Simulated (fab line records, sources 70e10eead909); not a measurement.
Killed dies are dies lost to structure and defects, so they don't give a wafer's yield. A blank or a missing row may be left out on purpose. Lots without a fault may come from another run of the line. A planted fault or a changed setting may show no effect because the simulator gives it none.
fab line records | flow nand_harc
record lots=11 wafers=32 last_day=33
route steps=1302 shown A_M1@1201 A_BONDPAD@1218 END@1302
lots that met no fault: from a run of the same line without faults
start_h: hours from the record's first day to the start of the lot's first wafer shown | wait_h: hours since the lot's step before | " the same as in the row above | L1.1+2: a row that stands for several wafers | - no value, or no start given | * or withheld: withheld | < > ~ a bound
route shown NAME@n: a module of which the file shows steps, and the number in the route of the first | usual: mean/standard deviation of fault-free wafers | same: alike in all rows | chamber/n: place in a boat | sites: the reading at each site | _std_site: their standard deviation | _edge_site: outer sites' mean less inner sites' | radius_mm: how far each site lies from the wafer's centre | mask NAME#n: copy n | behind: the tool/chamber that last shaped the wafer | hold: why the lot was held/for how many hours/how that ended | device: the transistor (n, p or np) that didn't switch | end of line: the same wafers' tests at the end of the route | a step without rows: its recipe alone | killed: dies lost to structure and defects at the first sort, not the wafer's yield | map: a wafer's dies, x killed, . not, _ none there
set.NAME: the setting as run; set.NAME@STEP: as run at that earlier step | model.NAME: the simulator's own value behind a step, which no gauge read
steps of the route over a sample of lots; a table a step, a row a wafer
services: from which hour (start_h, from the record's first day; less than 0 if before it) a tool's chamber was out of use, for how many hours, and why
## steps
# step NHARC_A_M1_DEP_33
# recipe target_thk_a=300 temp_c=370 target_thk_nm=30 pressure_torr=3 flow_sccm=200 rf_w=450 material=SiCN
# usual heater_power_w=585/80 rf_fwd_power_W=448.9/1.4 showerhead_vpp_V=1290/80
# columns lot.wafer tool chamber start_h wait_h heater_power_w rf_fwd_power_W showerhead_vpp_V
L885.1 pecvd-01 2 530.11 0.1 566 449.7 1426
L885.2 " 0 " " 554 448.5 1233
L885.6 " 1 " " 748 449.6 1323
L890.3 pecvd-04 0 566.17 0.1 707 449.7 1249
L890.1 " 1 " " 593 447.6 1328
L890.2 " 2 " " 571 446.9 1230
L892.2 pecvd-02 1 609.51 0.1 595 446.4 1204
L892.1 " 2 " " 480 446.6 1199
L892.5 " 1 " " 589 448.7 1224
L893.4 pecvd-02 2 611.07 0.2 408 449.6 1215
L893.3 " 1 " " 593 448.9 1222
L893.6 " 1 " " 597 448.7 1201
L894.6 pecvd-01 0 633.41 0.2 475 451.1 1220
L894.5 " 1 " " 738 449.8 1363
L894.4 " 2 " " 512 450.5 1398
L895.2 pecvd-01 0 650.00 0.1 545 450.7 1235
L895.5 " 2 " " 567 448.4 1398
L895.6 " 0 " " 554 450.6 1228
L902.2 pecvd-01 2 701.03 0.1 568 449.1 1418
L902.5 " 1 " " 688 450.1 1333
L903.1 pecvd-02 1 705.65 0.1 576 450.1 1217
L903.2 " 2 " " 392 447.8 1200
L903.4 " 0 " " 677 450.2 1188
L905.2 pecvd-01 1 729.82 0.1 616 448.5 1343
L905.1 " 2 " " 572 449.7 1427
L905.4 " 2 " " 557 448.8 1406
L904.3 pecvd-04 1 731.13 0.1 562 448.7 1347
L904.6 " 0 " " 611 448.3 1236
L904.4 " 1 " " 575 448.2 1314
L906.3 pecvd-01 1 746.01 0.1 701 449.9 1342
L906.2 " 0 " " 520 449.0 1245
L906.6 " 0 " " 521 448.2 1244
# step NHARC_A_BONDPAD_DESCUM_11
# recipe time_s=3 o2_flow_sccm=200 ar_flow_sccm=0 bias_power_w=0 chemistry=O2
# usual drypump_motor_current_A=5.8/0.46 oes_product_au=1.000/0.013 rf_vpp_V=57.9/0.88 showerhead_plenum_p_Torr=1.95/0.06 throttle_valve_pct=11.312/0.0093
# columns lot.wafer tool chamber start_h wait_h drypump_motor_current_A oes_product_au rf_hours_counter_h rf_vpp_V showerhead_plenum_p_Torr throttle_valve_pct
L885.2 rie_diel-10 1 532.12 - 5.0 1.008 35 57.9 1.93 11.302
L885.1 " 3 " " 6.3 1.014 35 56.8 1.86 11.299
L885.6 " 1 " " 5.0 1.006 - 58.8 1.93 11.321
L890.1 rie_diel-03 2 568.03 - 5.3 1.018 3 58.1 1.93 11.313
L890.2 " 0 " " 5.3 1.007 3 57.3 1.96 11.308
L890.3 " 1 " " 6.0 1.016 2 59.1 1.91 11.327
L892.2 rie_diel-03 0 611.53 - 5.3 1.010 4 56.4 1.96 11.303
L892.1 " 1 " " 6.0 1.002 3 58.0 1.91 11.328
L892.5 " 0 " " 5.3 1.013 - 57.4 1.96 11.309
L893.3 rie_diel-03 0 612.94 - 5.3 1.009 4 57.5 1.96 11.323
L893.4 " 1 " " 6.0 1.008 3 57.4 1.91 11.324
L893.6 " 0 " " 5.3 1.016 - 58.2 1.96 11.309
L894.4 rie_diel-11 0 635.29 - 5.8 1.005 3 57.7 1.87 11.323
L894.5 " 2 " " 5.4 0.998 - 58.8 1.95 11.316
L894.6 " 3 " " 6.2 1.004 - 56.9 2.00 11.302
L895.2 rie_diel-03 2 651.79 - 5.3 0.980 0 58.5 1.93 11.322
L895.6 " 2 " " 5.3 0.979 - 57.8 1.93 11.320
L895.5 " 3 " " 6.5 1.005 - 57.9 2.06 11.313
L902.2 rie_diel-03 0 702.95 - 5.3 0.980 1 57.4 1.96 11.316
L902.5 " 1 " " 6.0 1.009 - 58.8 1.91 11.299
L903.2 rie_diel-03 0 707.53 - 5.3 0.968 1 57.2 1.96 11.321
L903.4 " 1 " " 6.0 0.996 3 57.5 1.91 11.307
L903.1 " 3 " " 6.5 0.998 2 59.7 2.06 11.327
L905.1 rie_diel-11 0 731.75 - 5.8 1.004 20 56.3 1.86 11.333
L905.4 " 1 " " 6.0 0.990 20 58.9 1.93 11.307
L905.2 " 3 " " 6.2 1.014 21 57.6 2.00 11.311
L904.4 rie_diel-03 0 733.08 - 5.3 0.988 2 57.4 1.96 11.304
L904.3 " 1 " " 6.0 1.007 3 58.1 1.91 11.307
L904.6 " 0 " " 5.3 0.983 - 57.5 1.96 11.308
L906.2 rie_diel-11 1 748.15 - 6.0 0.988 22 57.4 1.93 11.300
L906.3 " 2 " " 5.4 0.988 26 56.4 1.94 11.308
L906.6 " 0 " " 5.8 0.990 - 57.9 1.86 11.320
# step NHARC_A_BONDPAD_ETCH_12
# recipe target_depth_a=2200 time_s=110 chf3_flow_sccm=50 o2_flow_sccm=10 ar_flow_sccm=200 rf_w=500 bias_w=200 chemistry=CHF3/O2
# usual drypump_motor_current_A=5.8/0.45 oes_product_au=0.950/0.024 rf_fwd_power_W=496.7/1.6 rf_vpp_V=371.5/1.6 run_length_s=131.2/0.38 showerhead_plenum_p_Torr=2.45/0.069 throttle_valve_pct=20.571/0.0088
# columns lot.wafer tool chamber start_h wait_h drypump_motor_current_A oes_product_au rf_fwd_power_W rf_hours_counter_h rf_vpp_V run_length_s showerhead_plenum_p_Torr throttle_valve_pct
L885.1 rie_diel-10 0 532.30 - 5.8 0.920 496.9 34 369.8 130.6 2.33 20.562
L885.2 " 2 " " 5.8 0.934 496.2 29 369.7 131.0 2.35 20.578
L885.6 " 3 " " 6.2 0.925 497.7 - 370.7 130.9 2.34 20.568
L890.2 rie_diel-03 2 568.20 - 5.3 0.958 498.9 3 371.0 130.7 2.42 20.568
L890.1 " 3 " " 6.5 0.954 493.0 3 373.8 130.6 2.58 20.566
L890.3 " 0 " " 5.3 0.955 496.6 3 372.0 130.7 2.46 20.564
L892.2 rie_diel-03 2 611.69 - 5.3 0.987 497.8 4 370.0 131.3 2.42 20.573
L892.1 " 1 " " 6.0 0.983 496.1 3 370.3 131.5 2.40 20.565
L892.5 " 3 " " 6.5 0.976 494.4 - 372.9 131.3 2.58 20.576
L893.4 rie_diel-03 0 613.12 - 5.3 0.947 496.5 4 371.0 130.8 2.46 20.575
L893.3 " 2 " " 5.3 0.933 497.4 4 371.2 130.9 2.42 20.570
L893.6 " 3 " " 6.5 0.933 496.1 - 376.3 130.6 2.58 20.570
L894.4 rie_diel-11 3 635.46 - 6.2 0.961 495.8 3 372.1 131.5 2.51 20.574
L894.6 " 2 " " 5.4 0.961 497.9 - 373.1 131.3 2.45 20.569
L894.5 " 3 " " 6.2 0.963 498.9 - 373.3 130.7 2.51 20.587
L895.2 rie_diel-03 0 651.97 - 5.3 0.958 499.4 0 372.0 131.2 2.46 20.573
L895.5 " 0 " " 5.3 0.953 496.9 - 372.4 131.3 2.46 20.571
L895.6 " 1 " " 6.0 0.984 497.3 - 369.2 131.3 2.40 20.598
L902.2 rie_diel-03 2 703.12 - 5.3 0.946 - 3 370.3 113.3 2.42 20.569
L902.5 " 1 " " 6.0 0.961 498.8 - 371.5 131.3 2.40 20.586
L903.2 rie_diel-03 1 707.70 - 6.0 0.973 - 3 369.2 113.7 2.40 20.560
L903.1 " 2 " " 5.3 0.973 495.8 3 372.1 131.1 2.42 20.572
L903.4 " 3 " " 6.5 0.988 495.3 2 374.1 131.1 2.58 20.570
L905.4 rie_diel-11 1 731.93 - 6.0 0.919 497.6 20 372.4 131.4 2.43 20.592
L905.1 " 2 " " 5.4 0.920 494.0 23 371.4 131.3 2.44 20.570
L905.2 " 0 " " 5.8 0.929 495.6 20 368.9 131.8 2.34 20.569
L904.3 rie_diel-03 2 733.25 - 5.3 0.961 - 4 370.6 113.6 2.42 20.577
L904.4 " 0 " " 5.3 0.948 496.5 2 371.3 131.1 2.46 20.573
L904.6 " 3 " " 6.5 0.960 495.1 - 374.3 130.8 2.58 20.566
L906.3 rie_diel-11 1 748.31 - 6.0 0.911 498.7 22 370.8 132.2 2.43 20.551
L906.2 " 2 " " 5.4 0.914 496.9 26 370.1 131.5 2.44 20.574
L906.6 " 2 " " 5.4 0.908 496.2 - 370.9 131.5 2.44 20.579
# step NHARC_A_BONDPAD_ETCH_24
# recipe target_depth_a=300 over_etch_frac=0.3 time_s=72.99 ion_energy_ev=150 cf4_flow_sccm=50 n2_flow_sccm=100 ar_flow_sccm=150 rf_w=300 bias_w=100 chemistry=CF4/N2
# usual drypump_motor_current_A=5.8/0.43 oes_product_au=1.000/0.013 rf_fwd_power_W=296.8/1.1 rf_vpp_V=314.8/1.4 run_length_s=94.2/0.37 showerhead_plenum_p_Torr=2.66/0.078 throttle_valve_pct=19.794/0.0094
# columns lot.wafer tool chamber start_h wait_h drypump_motor_current_A oes_product_au rf_fwd_power_W rf_hours_counter_h rf_vpp_V run_length_s showerhead_plenum_p_Torr throttle_valve_pct
L885.1 rie_diel-03 1 - - 6.0 1.019 295.4 2 314.3 94.3 2.62 19.780
L885.2 " 0 " " 5.3 1.001 297.8 2 314.9 94.3 2.69 19.801
L885.6 " 2 " " 5.3 1.018 298.2 - 315.8 94.0 2.65 19.785
L890.2 rie_diel-11 1 - - 6.0 0.991 296.4 19 315.0 94.5 2.66 19.812
L890.3 " 3 " " 6.3 1.029 299.0 19 317.3 93.7 2.75 19.782
L890.1 " 0 " " 5.8 1.001 296.8 19 313.6 94.6 2.57 19.810
L892.1 rie_diel-03 3 - - 6.5 1.010 296.1 4 317.5 93.8 2.82 19.781
L892.2 " 1 " " 6.0 1.019 295.2 3 314.0 94.2 2.62 19.798
L892.5 " 3 " " 6.5 1.013 295.6 - 316.6 93.6 2.82 19.787
L893.4 rie_diel-03 0 - - 5.3 1.014 297.8 4 314.7 94.1 2.69 19.805
L893.3 " 2 " " 5.3 1.004 296.2 4 315.0 93.6 2.65 19.795
L893.6 " 0 " " 5.3 1.007 297.2 - 314.5 94.4 2.69 19.797
L894.4 rie_diel-11 3 - - 6.3 1.000 297.3 3 316.5 94.2 2.74 19.795
L894.5 " 3 " " 6.3 1.000 296.7 - 316.2 93.7 2.74 19.788
L894.6 " 0 " " 5.8 1.011 298.3 - 312.1 94.4 2.57 19.784
L895.2 rie_diel-10 3 - - 6.2 0.997 298.6 12 314.7 93.8 2.55 19.781
L895.5 " 1 " " 5.0 0.993 294.5 - 313.9 94.7 2.63 19.793
L895.6 " 2 " " 5.8 0.977 295.8 - 313.2 93.5 2.56 19.778
L902.2 rie_diel-10 3 703.50 0.1 6.2 0.992 297.4 27 312.9 93.8 2.54 19.801
L902.5 " 3 " " 6.2 1.001 298.1 - 312.3 93.7 2.54 19.798
L903.1 rie_diel-03 2 - - 5.3 0.987 296.2 3 312.3 93.7 2.65 19.798
L903.2 " 3 " " 6.5 1.012 295.9 2 316.7 94.1 2.82 19.804
L903.4 " 1 " " 6.0 1.005 295.9 3 313.5 94.3 2.62 19.797
L905.4 rie_diel-03 3 - - 6.5 0.984 296.8 3 316.5 93.5 2.82 19.795
L905.2 " 0 " " 5.3 0.982 300.7 2 315.3 93.7 2.69 19.782
L905.1 " 1 " " 6.0 1.006 296.6 3 314.4 94.6 2.62 19.791
L904.3 rie_diel-11 0 - - 5.8 0.999 297.1 20 312.9 94.6 2.56 19.795
L904.4 " 1 " " 6.0 0.986 296.2 20 315.9 94.6 2.65 19.783
L904.6 " 2 " " 5.4 0.993 294.6 - 315.7 94.2 2.66 19.800
L906.3 rie_diel-03 1 748.72 0.2 6.0 1.014 295.3 4 314.7 94.9 2.62 19.797
L906.2 " 2 " " 5.3 0.989 298.7 4 313.6 94.4 2.65 19.793
L906.6 " 1 " " 6.0 1.008 296.2 - 314.2 94.1 2.62 19.789
# step NHARC_END_SORT_01
# recipe temp_c=25
# usual defect_limited_yield=90/3.8 killed_at_array=61/26 killed_at_other=0.8/1.1 killed_at_periphery=4.0/2.6 killed_dies=66/26 killed_open=3.1/1.7 killed_short=2.5/1.5
# same gross_dies=677
# columns lot.wafer tool chamber start_h wait_h defect_limited_yield[%] killed_at_array killed_at_other killed_at_periphery killed_dies killed_open killed_short
L893.3 prober-01 0 644.33 3.1 95 32 1 4 37 5 2
L893.4 prober-01 0 645.13 3.4 95 34 1 0 35 1 2
L893.6 prober-01 0 646.72 4.0 94 34 1 3 38 1 5
L903.1 prober-02 0 738.65 2.5 93 36 2 7 45 2 4
L903.2 prober-02 0 739.45 2.8 0 665 1 11 677 3 3
L903.4 prober-02 0 741.07 3.4 94 32 2 6 40 1 1
L902.2 prober-01 0 739.42 2.8 0 669 0 8 677 1 1
L902.5 prober-01 0 741.86 3.8 93 46 0 3 49 1 4
L904.3 prober-01 0 772.45 3.1 0 672 3 2 677 5 1
L904.4 prober-01 0 773.26 3.4 94 38 1 0 39 1 4
L904.6 prober-01 0 774.87 4.0 92 50 1 2 53 2 1
# killed by level:class
L893.3 A_CHANNEL_HOLE_D2:chamber_film_flake=14 A_CONTACT:chamber_film_flake=5 A_CHANNEL_HOLE_D1:chamber_film_flake=4 A_ONON_D1:geometric_particle:open=2 A_WL_FILL:chamber_film_flake=2 P_CONTACT:geometric_particle:short=1 P_CONTACT:geometric_particle:open=1 A_CHANNEL_HOLE_D1:geometric_particle:open=1
L893.4 A_CHANNEL_HOLE_D2:chamber_film_flake=13 A_CHANNEL_HOLE_D1:chamber_film_flake=5 A_SLIT:chamber_film_flake=4 A_CONTACT:chamber_film_flake=4 A_STAIRCASE:chamber_film_flake=2 A_WL_FILL:chamber_film_flake=2 A_SOURCE_PLATE:geometric_particle:short=1 A_CHANNEL_FILL_D1:geometric_particle:open=1
L893.6 A_CHANNEL_HOLE_D2:chamber_film_flake=14 A_CHANNEL_HOLE_D1:chamber_film_flake=5 A_CONTACT:chamber_film_flake=5 A_SLIT:chamber_film_flake=4 A_WL_FILL:geometric_particle:short=2 P_CONTACT:geometric_particle:short=1 P_M0:geometric_particle:short=1 A_SOURCE_PLATE:geometric_particle:open=1
L903.1 A_CHANNEL_HOLE_D1:chamber_film_flake=12 A_STAIRCASE:chamber_film_flake=7 A_CONTACT:chamber_film_flake=7 P_M2:chamber_film_flake=3 A_SLIT:chamber_film_flake=3 A_DECK1_JOINT:geometric_particle:short=2 P_CONTACT:chamber_film_flake=2 THIN_TSV:chamber_film_flake=2
L902.2 A_BONDPAD:area_etch=612 A_CHANNEL_HOLE_D1:chamber_film_flake=22 A_CHANNEL_HOLE_D2:chamber_film_flake=20 A_CONTACT:chamber_film_flake=9 P_CONTACT:chamber_film_flake=6 A_ZERO_WELL:chamber_film_flake=2 A_STAIRCASE:chamber_film_flake=2 P_CONTACT:geometric_particle:short=1
L903.2 A_BONDPAD:area_etch=629 A_CHANNEL_HOLE_D1:chamber_film_flake=14 A_STAIRCASE:chamber_film_flake=5 A_SLIT:chamber_film_flake=5 P_CONTACT:chamber_film_flake=4 A_CONTACT:chamber_film_flake=4 P_M2:chamber_film_flake=3 P_M0:geometric_particle:open=2
L903.4 A_CHANNEL_HOLE_D1:chamber_film_flake=13 A_CONTACT:chamber_film_flake=10 A_SLIT:chamber_film_flake=4 P_CONTACT:chamber_film_flake=3 A_STAIRCASE:chamber_film_flake=3 P_M2:chamber_film_flake=2 THIN_TSV:chamber_film_flake=2 A_SGD_CUT:geometric_particle:short=1
L902.5 A_CHANNEL_HOLE_D2:chamber_film_flake=19 A_CHANNEL_HOLE_D1:chamber_film_flake=7 A_SLIT:chamber_film_flake=6 A_CONTACT:chamber_film_flake=4 A_ONON_D1:geometric_particle:short=2 P_CONTACT:chamber_film_flake=2 A_ZERO_WELL:chamber_film_flake=2 A_WL_FILL:chamber_film_flake=2
L904.3 A_BONDPAD:area_etch=628 A_CHANNEL_HOLE_D1:chamber_film_flake=20 A_SLIT:chamber_film_flake=9 A_STAIRCASE:chamber_film_flake=5 A_WL_FILL:chamber_film_flake=3 A_CHANNEL_FILL_D2:chamber_film_flake=2 THIN_TSV:chamber_film_flake=2 P_GATE:geometric_particle:open=1
L904.4 A_CHANNEL_HOLE_D1:chamber_film_flake=13 A_SLIT:chamber_film_flake=5 A_SGD_CUT:chamber_film_flake=4 A_CHANNEL_FILL_D2:chamber_film_flake=3 A_ONON_D1:geometric_particle:short=2 A_STAIRCASE:chamber_film_flake=2 A_CONTACT:chamber_film_flake=2 A_M0:chamber_film_flake=2
L904.6 A_CHANNEL_HOLE_D1:chamber_film_flake=22 A_SLIT:chamber_film_flake=8 A_SGD_CUT:chamber_film_flake=5 A_CONTACT:chamber_film_flake=5 A_CHANNEL_FILL_D2:chamber_film_flake=3 A_STAIRCASE:chamber_film_flake=3 P_CONTACT:geometric_particle:open=1 A_SOURCE_PLATE:geometric_particle:open=1
## services
# columns tool chamber start_h hours kind
rie_diel-03 0 516.30 - clean
rie_diel-03 1 516.30 - clean
rie_diel-10 0 550.22 6.0 repair
rie_diel-03 1 551.11 14.2 repair
rie_diel-10 - 557.67 0.4 repair
rie_diel-11 3 588.91 4.8 repair
pecvd-02 - 589.28 13.0 pm
rie_diel-10 - 597.58 9.0 pm
rie_diel-03 2 600.98 1.3 repair
rie_diel-11 - 610.20 9.0 pm
rie_diel-11 3 624.81 5.4 repair
pecvd-04 - 629.58 0.5 repair
pecvd-04 - 631.55 13.0 pm
rie_diel-03 - 635.30 9.0 pm
pecvd-04 - 649.19 1.1 repair
rie_diel-10 0 667.40 3.6 repair
pecvd-01 - 673.02 13.0 pm
rie_diel-03 0 674.07 8.6 repair
rie_diel-11 3 677.12 8.5 repair
rie_diel-03 - 684.37 0.5 repair
rie_diel-10 0 687.19 22.5 repair
rie_diel-03 2 734.55 3.9 repair
pecvd-04 - 742.69 3.3 repair
rie_diel-03 3 743.61 6.1 repair
## key
first_sign step=NHARC_A_BONDPAD_ETCH_12 reading=run_length_s direction=down sigmas=46 usual=* struck=*
effect step=NHARC_END_SORT_01 reading=killed_at_array direction=up sigmas=24 usual=61 struck=669
more_kills_born_at NHARC_A_BONDPAD_ETCH_12@rie_diel-03=1869
met_at NHARC_A_BONDPAD_ETCH_12
struck_lots L902,L903,L904
struck_wafers L902.2,L903.2,L904.3
later_rows_left_out L902.2,L903.2,L904.3
not_acting_at NHARC_A_M1_DEP_33,NHARC_A_BONDPAD_DESCUM_11,NHARC_A_BONDPAD_ETCH_24
onset_between 651.97 703.12
fault kind=process_parameter_drift tool=rie_diel-03 chamber=- onset_h=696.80 steps=NHARC_A_BONDPAD_ETCH_12 channel=time_s offset=* shape=step end_h=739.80 scope=struck_wafers_only acts_in=* stated=*
# later_rows_left_out: the simulator's readings of these wafers behind a module that went badly wrong aren't trusted and aren't shown, but for the sort
